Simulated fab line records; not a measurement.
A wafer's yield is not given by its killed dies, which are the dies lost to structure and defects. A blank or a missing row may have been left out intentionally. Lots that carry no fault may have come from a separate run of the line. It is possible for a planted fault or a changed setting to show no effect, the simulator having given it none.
Chamber matching | flow nandHarc | NHARC_A_STAIRCASE_ALD_415 on aldHk-04 has 4 sister chambers
The step deposits SiO2, target thk 30 nm, pulse time 6 s, ald cycles 300. 8 wafers are shown with their chamber, then 8 later ones without.

## WAFERS WITH THEIR CHAMBER
wafer  | chamber | heaterPowerW (W) | precursorPulseHeightRel
L078.2 | 2       | 484              | 0.984
L078.6 | 1       | 480              | 1.035
L082.1 | 2       | 471              | 1.002
L082.6 | 3       | 480              | 1.044
L089.1 | 1       | 484              | 1.007
L089.4 | 3       | 463              | 1.020
L089.5 | 0       | 489              | 0.996
L090.1 | 0       | 481              | 0.972

## WAFERS WITHOUT THEIR CHAMBER
wafer  | heaterPowerW (W) | precursorPulseHeightRel
L090.2 | 470              | 1.038
L090.5 | 488              | 0.986
L096.3 | 516              | 1.027
L096.4 | 469              | 0.984
L096.5 | 519              | 1.018
L097.3 | 436              | 1.025
L097.5 | 439              | 1.011
L097.6 | 515              | 0.994

## CHAMBER TAKEN BY EACH
wafer  | from the rows above               | in truth
L090.2 | can't be placed: 3 or 1           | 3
L090.5 | can't be placed: 0 or 2 or 1      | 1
L096.3 | can't be placed: 1 or 0 or 2 or 3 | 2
L096.4 | can't be placed: 2 or 0 or 1 or 3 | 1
L096.5 | can't be placed: 1 or 0 or 2 or 3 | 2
L097.3 | can't be placed: 3 or 2 or 1      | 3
L097.5 | can't be placed: 3 or 2 or 1 or 0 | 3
L097.6 | can't be placed: 0 or 1 or 2      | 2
Correctly placed: 0 of 8. Not placeable from these rows: 8 (in 8, the candidates include the true chamber). Placed wrongly: 0.
How it was worked out, from the rows above alone: a wafer's distance from a chamber is the root of the sum, over the readings, of the square of ((its reading less the chamber's mean) divided by the reading's scatter). The wafer belongs to the nearest chamber; if the next one is less than 2 further off, it can't be placed. A chamber's mean is the mean of its shown wafers. The scatter: take each reading less its chamber's mean, square it, sum over the shown wafers, divide by the number of wafers less the number of chambers, and take the root.
